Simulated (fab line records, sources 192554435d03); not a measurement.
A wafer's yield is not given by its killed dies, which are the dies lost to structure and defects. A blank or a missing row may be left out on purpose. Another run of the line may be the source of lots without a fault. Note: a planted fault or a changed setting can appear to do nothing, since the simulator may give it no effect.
What tool caused it? :: flow n5_finfet :: 15 lots, 45 wafers sampled, at 6 steps of a route of 1938

WHAT THE GAUGES SHOWED, per wafer
N5_BEOL_M4_THK_MEAS_53: measures by xrf.
lot: L527
measured: day 8 01:29
on: film_metro-01
M4_THK (nm): 41.3 40.3 40.5

lot: L529
measured: day 8 14:37
on: film_metro-02
M4_THK (nm): 41.7 38.9 40.1

lot: L532
measured: day 8 23:35
on: film_metro-02
M4_THK (nm): 38.9 37.6 38.2

lot: L531
measured: day 9 06:23
on: film_metro-02
M4_THK (nm): 38.1 39.0 38.8

lot: L533
measured: day 9 09:45
on: film_metro-02
M4_THK (nm): 40.7 40.0 39.6

lot: L534
measured: day 10 00:26
on: film_metro-01
M4_THK (nm): 40.9 41.2 41.7

lot: L535
measured: day 10 07:51
on: film_metro-02
M4_THK (nm): 40.5 40.1 38.5

lot: L536
measured: day 10 17:41
on: film_metro-01
M4_THK (nm): 40.8 41.1 40.4

lot: L538
measured: day 11 08:04
on: film_metro-02
M4_THK (nm): 37.6 39.7 37.4

lot: L540
measured: day 11 08:34
on: film_metro-02
M4_THK (nm): 38.4 41.0 39.3

lot: L541
measured: day 11 11:44
on: film_metro-01
M4_THK (nm): 37.7 41.2 37.4

lot: L543
measured: day 12 04:52
on: film_metro-01
M4_THK (nm): 40.2 42.4 39.2

lot: L544
measured: day 12 11:01
on: film_metro-02
M4_THK (nm): 39.1 41.2 38.6

lot: L545
measured: day 12 14:53
on: film_metro-01
M4_THK (nm): 41.1 40.7 39.4

lot: L547
measured: day 12 22:10
on: film_metro-02
M4_THK (nm): 40.5 38.1 40.1

N5_BEOL_M5_CD_MEAS_18: pitch 56 nm, target cd 28 nm.
lot: L527
measured: day 8 06:38
on: cd_sem-03
cd_nm (nm): 28.00 28.26 27.72

lot: L529
measured: day 8 20:04
on: cd_sem-01
cd_nm (nm): 28.19 28.82 27.86

lot: L532
measured: day 9 03:35
on: cd_sem-02
cd_nm (nm): 27.74 27.34 27.95

lot: L531
measured: day 9 10:29
on: cd_sem-01
cd_nm (nm): 28.49 28.86 28.44

lot: L533
measured: day 9 12:58
on: cd_sem-02
cd_nm (nm): 27.69 27.92 27.39

lot: L534
measured: day 10 05:19
on: cd_sem-03
cd_nm (nm): 28.02 27.99 28.02

lot: L535
measured: day 10 12:30
on: cd_sem-01
cd_nm (nm): 27.86 27.97 27.97

lot: L536
measured: day 10 22:21
on: cd_sem-02
cd_nm (nm): 27.91 28.40 28.11

lot: L538
measured: day 11 12:31
on: cd_sem-01
cd_nm (nm): 28.28 28.32 28.13

lot: L540
measured: day 11 13:14
on: cd_sem-03
cd_nm (nm): 27.92 27.70 27.87

lot: L541
measured: day 11 16:05
on: cd_sem-01
cd_nm (nm): 28.39 27.94 28.28

lot: L543
measured: day 12 08:01
on: cd_sem-03
cd_nm (nm): 27.54 28.25 27.54

lot: L544
measured: day 12 17:03
on: cd_sem-01
cd_nm (nm): - - -

lot: L545
measured: day 12 18:28
on: cd_sem-03
cd_nm (nm): - - -

lot: L547
measured: day 13 02:02
on: cd_sem-01
cd_nm (nm): - - -

EACH LOT AND THE TOOL THAT RAN IT (in order: tool; ch and the chambers of the sampled wafers; start)
lot: L527
N5_BEOL_M4_ANNEAL_87: pvd_sputter-03, day 7 23:30
N5_BEOL_M4_SPUTTER_94: pvd_sputter-03, day 8 00:18
N5_BEOL_M5_HM_DEP_02: pvd_sputter-03, day 8 05:22
N5_BEOL_M5_HM_OPEN_17: rie_metal-02 ch 0,1, day 8 06:29

lot: L529
N5_BEOL_M4_ANNEAL_87: pvd_sputter-02, day 8 12:49
N5_BEOL_M4_SPUTTER_94: pvd_sputter-02, day 8 13:37
N5_BEOL_M5_HM_DEP_02: pvd_sputter-02, day 8 19:02
N5_BEOL_M5_HM_OPEN_17: rie_metal-02 ch 0,1, day 8 19:53

lot: L532
N5_BEOL_M4_ANNEAL_87: pvd_sputter-02, day 8 21:46
N5_BEOL_M4_SPUTTER_94: pvd_sputter-02, day 8 22:34
N5_BEOL_M5_HM_DEP_02: pvd_sputter-03, day 9 02:37
N5_BEOL_M5_HM_OPEN_17: rie_metal-01 ch 0,1, day 9 03:23

lot: L531
N5_BEOL_M4_ANNEAL_87: pvd_sputter-02, day 9 04:34
N5_BEOL_M4_SPUTTER_94: pvd_sputter-02, day 9 05:22
N5_BEOL_M5_HM_DEP_02: pvd_sputter-03, day 9 09:19
N5_BEOL_M5_HM_OPEN_17: rie_metal-03 ch 1, day 9 10:13

lot: L533
N5_BEOL_M4_ANNEAL_87: pvd_sputter-02, day 9 07:47
N5_BEOL_M4_SPUTTER_94: pvd_sputter-02, day 9 08:35
N5_BEOL_M5_HM_DEP_02: pvd_sputter-01, day 9 11:53
N5_BEOL_M5_HM_OPEN_17: rie_metal-03 ch 0,1, day 9 12:46

lot: L534
N5_BEOL_M4_ANNEAL_87: pvd_sputter-03, day 9 22:38
N5_BEOL_M4_SPUTTER_94: pvd_sputter-03, day 9 23:26
N5_BEOL_M5_HM_DEP_02: pvd_sputter-03, day 10 02:25
N5_BEOL_M5_HM_OPEN_17: rie_metal-03 ch 0,1, day 10 05:02

lot: L535
N5_BEOL_M4_ANNEAL_87: pvd_sputter-03, day 10 06:02
N5_BEOL_M4_SPUTTER_94: pvd_sputter-03, day 10 06:50
N5_BEOL_M5_HM_DEP_02: pvd_sputter-01, day 10 10:44
N5_BEOL_M5_HM_OPEN_17: rie_metal-03 ch 0,1, day 10 12:16

lot: L536
N5_BEOL_M4_ANNEAL_87: pvd_sputter-02, day 10 15:52
N5_BEOL_M4_SPUTTER_94: pvd_sputter-02, day 10 16:40
N5_BEOL_M5_HM_DEP_02: pvd_sputter-02, day 10 21:24
N5_BEOL_M5_HM_OPEN_17: rie_metal-01 ch 0,1, day 10 22:11

lot: L538
N5_BEOL_M4_ANNEAL_87: pvd_sputter-01, day 11 06:15
N5_BEOL_M4_SPUTTER_94: pvd_sputter-01, day 11 07:03
N5_BEOL_M5_HM_DEP_02: pvd_sputter-03, day 11 11:34
N5_BEOL_M5_HM_OPEN_17: rie_metal-02 ch 1, day 11 12:20

lot: L540
N5_BEOL_M4_ANNEAL_87: pvd_sputter-02, day 11 06:45
N5_BEOL_M4_SPUTTER_94: pvd_sputter-02, day 11 07:33
N5_BEOL_M5_HM_DEP_02: pvd_sputter-01, day 11 12:17
N5_BEOL_M5_HM_OPEN_17: rie_metal-03 ch 0,1, day 11 13:04

lot: L541
N5_BEOL_M4_ANNEAL_87: pvd_sputter-03, day 11 09:56
N5_BEOL_M4_SPUTTER_94: pvd_sputter-03, day 11 10:44
N5_BEOL_M5_HM_DEP_02: pvd_sputter-01, day 11 15:01
N5_BEOL_M5_HM_OPEN_17: rie_metal-02 ch 0,1, day 11 15:55

lot: L543
N5_BEOL_M4_ANNEAL_87: pvd_sputter-01, day 12 02:26
N5_BEOL_M4_SPUTTER_94: pvd_sputter-01, day 12 03:14
N5_BEOL_M5_HM_DEP_02: pvd_sputter-01, day 12 07:04
N5_BEOL_M5_HM_OPEN_17: rie_metal-02 ch 0,1, day 12 07:52

lot: L544
N5_BEOL_M4_ANNEAL_87: pvd_sputter-03, day 12 09:12
N5_BEOL_M4_SPUTTER_94: pvd_sputter-03, day 12 10:00
N5_BEOL_M5_HM_DEP_02: pvd_sputter-03, day 12 14:47
N5_BEOL_M5_HM_OPEN_17: rie_metal-03 ch 0,1, day 12 16:44

lot: L545
N5_BEOL_M4_ANNEAL_87: pvd_sputter-02, day 12 13:03
N5_BEOL_M4_SPUTTER_94: pvd_sputter-02, day 12 13:51
N5_BEOL_M5_HM_DEP_02: pvd_sputter-03, day 12 17:30
N5_BEOL_M5_HM_OPEN_17: rie_metal-03 ch 0, day 12 18:17

lot: L547
N5_BEOL_M4_ANNEAL_87: pvd_sputter-02, day 12 20:21
N5_BEOL_M4_SPUTTER_94: pvd_sputter-02, day 12 21:09
N5_BEOL_M5_HM_DEP_02: pvd_sputter-01, day 13 01:05
N5_BEOL_M5_HM_OPEN_17: rie_metal-02 ch 0,1, day 13 01:52
- N5_BEOL_M4_ANNEAL_87: time 240 s.
- N5_BEOL_M4_SPUTTER_94: material Cu, target thk 4.5 nm, time 8.29 s.
- N5_BEOL_M5_HM_DEP_02: deposits TiN, target thk 20 nm.
- N5_BEOL_M5_HM_OPEN_17: chemistry Cl2/BCl3, target TiN, target depth 20 nm, overetch 6 nm.

WHAT THE TOOLS THEMSELVES READ (means of the sampled wafers that have a number; where no wafer has one, the mark that the record gives instead)
N5_BEOL_M4_ANNEAL_87.
lot: L527
tool: pvd_sputter-03
heater_power_w (W): 754

lot: L529
tool: pvd_sputter-02
heater_power_w (W): 774

lot: L532
tool: pvd_sputter-02
heater_power_w (W): 818

lot: L531
tool: pvd_sputter-02
heater_power_w (W): 807

lot: L533
tool: pvd_sputter-02
heater_power_w (W): 796

lot: L534
tool: pvd_sputter-03
heater_power_w (W): 788

lot: L535
tool: pvd_sputter-03
heater_power_w (W): 756

lot: L536
tool: pvd_sputter-02
heater_power_w (W): 753

lot: L538
tool: pvd_sputter-01
heater_power_w (W): 831

lot: L540
tool: pvd_sputter-02
heater_power_w (W): 808

lot: L541
tool: pvd_sputter-03
heater_power_w (W): 750

lot: L543
tool: pvd_sputter-01
heater_power_w (W): 817

lot: L544
tool: pvd_sputter-03
heater_power_w (W): 755

lot: L545
tool: pvd_sputter-02
heater_power_w (W): 854

lot: L547
tool: pvd_sputter-02
heater_power_w (W): 772

N5_BEOL_M4_SPUTTER_94.
lot: L527
tool: pvd_sputter-03
throttle_valve_pct (%): 30.1

lot: L529
tool: pvd_sputter-02
throttle_valve_pct (%): 29.1

lot: L532
tool: pvd_sputter-02
throttle_valve_pct (%): 29.0

lot: L531
tool: pvd_sputter-02
throttle_valve_pct (%): 29.4

lot: L533
tool: pvd_sputter-02
throttle_valve_pct (%): 29.2

lot: L534
tool: pvd_sputter-03
throttle_valve_pct (%): 30.4

lot: L535
tool: pvd_sputter-03
throttle_valve_pct (%): 30.3

lot: L536
tool: pvd_sputter-02
throttle_valve_pct (%): 29.1

lot: L538
tool: pvd_sputter-01
throttle_valve_pct (%): 31.0

lot: L540
tool: pvd_sputter-02
throttle_valve_pct (%): 29.5

lot: L541
tool: pvd_sputter-03
throttle_valve_pct (%): 30.3

lot: L543
tool: pvd_sputter-01
throttle_valve_pct (%): 31.0

lot: L544
tool: pvd_sputter-03
throttle_valve_pct (%): 30.0

lot: L545
tool: pvd_sputter-02
throttle_valve_pct (%): 29.2

lot: L547
tool: pvd_sputter-02
throttle_valve_pct (%): 29.2

N5_BEOL_M5_HM_DEP_02.
lot: L527
tool: pvd_sputter-03
chamber_pressure_pa (Pa): 0.5002
substrate_temp_c (C): 24.95
throttle_valve_pct (%): 30.1

lot: L529
tool: pvd_sputter-02
chamber_pressure_pa (Pa): 0.5001
substrate_temp_c (C): 24.99
throttle_valve_pct (%): 29.2

lot: L532
tool: pvd_sputter-03
chamber_pressure_pa (Pa): 0.5010
substrate_temp_c (C): 24.87
throttle_valve_pct (%): 30.1

lot: L531
tool: pvd_sputter-03
chamber_pressure_pa (Pa): 0.4991
substrate_temp_c (C): 24.99
throttle_valve_pct (%): 30.3

lot: L533
tool: pvd_sputter-01
chamber_pressure_pa (Pa): 0.5007
substrate_temp_c (C): 25.07
throttle_valve_pct (%): 30.2

lot: L534
tool: pvd_sputter-03
chamber_pressure_pa (Pa): 0.5006
substrate_temp_c (C): 24.96
throttle_valve_pct (%): 30.1

lot: L535
tool: pvd_sputter-01
chamber_pressure_pa (Pa): 0.5006
substrate_temp_c (C): 24.99
throttle_valve_pct (%): 30.5

lot: L536
tool: pvd_sputter-02
chamber_pressure_pa (Pa): 0.4993
substrate_temp_c (C): 24.95
throttle_valve_pct (%): 29.1

lot: L538
tool: pvd_sputter-03
chamber_pressure_pa (Pa): 0.4988
substrate_temp_c (C): 24.96
throttle_valve_pct (%): 30.3

lot: L540
tool: pvd_sputter-01
chamber_pressure_pa (Pa): 0.5001
substrate_temp_c (C): 24.97
throttle_valve_pct (%): 29.5

lot: L541
tool: pvd_sputter-01
chamber_pressure_pa (Pa): 0.5003
substrate_temp_c (C): 25.07
throttle_valve_pct (%): 30.9

lot: L543
tool: pvd_sputter-01
chamber_pressure_pa (Pa): 0.5001
substrate_temp_c (C): 24.93
throttle_valve_pct (%): 31.3

lot: L544
tool: pvd_sputter-03
chamber_pressure_pa (Pa): -
substrate_temp_c (C): -
throttle_valve_pct (%): -

lot: L545
tool: pvd_sputter-03
chamber_pressure_pa (Pa): -
substrate_temp_c (C): -
throttle_valve_pct (%): -

lot: L547
tool: pvd_sputter-01
chamber_pressure_pa (Pa): -
substrate_temp_c (C): -
throttle_valve_pct (%): -

N5_BEOL_M5_HM_OPEN_17.
lot: L527
tool: rie_metal-02
drypump_motor_current_A (A): 5.46
oes_ar_750_au (a.u.): 0.80
oes_product_au (a.u.): 0.68
throttle_valve_pct (%): 22.15

lot: L529
tool: rie_metal-02
drypump_motor_current_A (A): 5.44
oes_ar_750_au (a.u.): 0.79
oes_product_au (a.u.): 0.67
throttle_valve_pct (%): 22.16

lot: L532
tool: rie_metal-01
drypump_motor_current_A (A): 5.95
oes_ar_750_au (a.u.): 0.90
oes_product_au (a.u.): 0.76
throttle_valve_pct (%): 22.00

lot: L531
tool: rie_metal-03
drypump_motor_current_A (A): 5.81
oes_ar_750_au (a.u.): 0.64
oes_product_au (a.u.): 0.54
throttle_valve_pct (%): 22.50

lot: L533
tool: rie_metal-03
drypump_motor_current_A (A): 5.92
oes_ar_750_au (a.u.): 0.68
oes_product_au (a.u.): 0.57
throttle_valve_pct (%): 22.12

lot: L534
tool: rie_metal-03
drypump_motor_current_A (A): 5.92
oes_ar_750_au (a.u.): 0.67
oes_product_au (a.u.): 0.58
throttle_valve_pct (%): 22.10

lot: L535
tool: rie_metal-03
drypump_motor_current_A (A): 5.94
oes_ar_750_au (a.u.): 0.67
oes_product_au (a.u.): 0.58
throttle_valve_pct (%): 22.11

lot: L536
tool: rie_metal-01
drypump_motor_current_A (A): 6.13
oes_ar_750_au (a.u.): 0.80
oes_product_au (a.u.): 0.68
throttle_valve_pct (%): 22.03

lot: L538
tool: rie_metal-02
drypump_motor_current_A (A): 5.47
oes_ar_750_au (a.u.): 0.74
oes_product_au (a.u.): 0.62
throttle_valve_pct (%): 22.12

lot: L540
tool: rie_metal-03
drypump_motor_current_A (A): 5.88
oes_ar_750_au (a.u.): 0.88
oes_product_au (a.u.): 0.76
throttle_valve_pct (%): 22.13

lot: L541
tool: rie_metal-02
drypump_motor_current_A (A): 5.43
oes_ar_750_au (a.u.): 0.82
oes_product_au (a.u.): 0.69
throttle_valve_pct (%): 22.23

lot: L543
tool: rie_metal-02
drypump_motor_current_A (A): 5.45
oes_ar_750_au (a.u.): 0.77
oes_product_au (a.u.): 0.65
throttle_valve_pct (%): 22.17

lot: L544
tool: rie_metal-03
drypump_motor_current_A (A): 5.84
oes_ar_750_au (a.u.): 0.85
oes_product_au (a.u.): 0.32
throttle_valve_pct (%): 22.81

lot: L545
tool: rie_metal-03
drypump_motor_current_A (A): 6.01
oes_ar_750_au (a.u.): 0.68
oes_product_au (a.u.): 0.26
throttle_valve_pct (%): 22.59

lot: L547
tool: rie_metal-02
drypump_motor_current_A (A): 5.46
oes_ar_750_au (a.u.): 0.77
oes_product_au (a.u.): 0.28
throttle_valve_pct (%): 22.82

THE ANSWER, worked out from the rows above alone
Rule: the usual values come from the lots themselves. The widest of any qualifying gaps counts: lots, ordered by their means at a reading, are off when they make up no more than a third of the lots, leave a main group of 4 or more, and stand apart from it by 3 or more times the standard deviation of that group's means. A main group is skipped when, at the precision printed for the reading in the tables above, its means are all equal. Also off: a lot with no number at a reading for which 4 or more lots have one. All remaining lots with rows at the step are treated as sound. After the gauges, taken in route order, come the tools' own readings; for these a lot's mean is taken, as printed above. The first step at which some lot is off is used, and at that step the reading that is off furthest; a lot without a number counts as furthest.
Off at N5_BEOL_M5_CD_MEAS_18 (cd_nm): L544, L545, L547. Without a number there: L544, L545, L547. Main group: mean 28.03 nm, sd 0.27.
A tool fits if, at a process step before that reading, it ran every lot that is off, and no sound lot after the first of them. The gauges at N5_BEOL_M5_CD_MEAS_18 aren't tried: what is off there is off at N5_BEOL_M5_HM_DEP_02 too, on other tools, and a gauge's error can't cause that. Of those tried, none fits.

WHAT HAD BEEN PUT IN BY THE SIMULATOR
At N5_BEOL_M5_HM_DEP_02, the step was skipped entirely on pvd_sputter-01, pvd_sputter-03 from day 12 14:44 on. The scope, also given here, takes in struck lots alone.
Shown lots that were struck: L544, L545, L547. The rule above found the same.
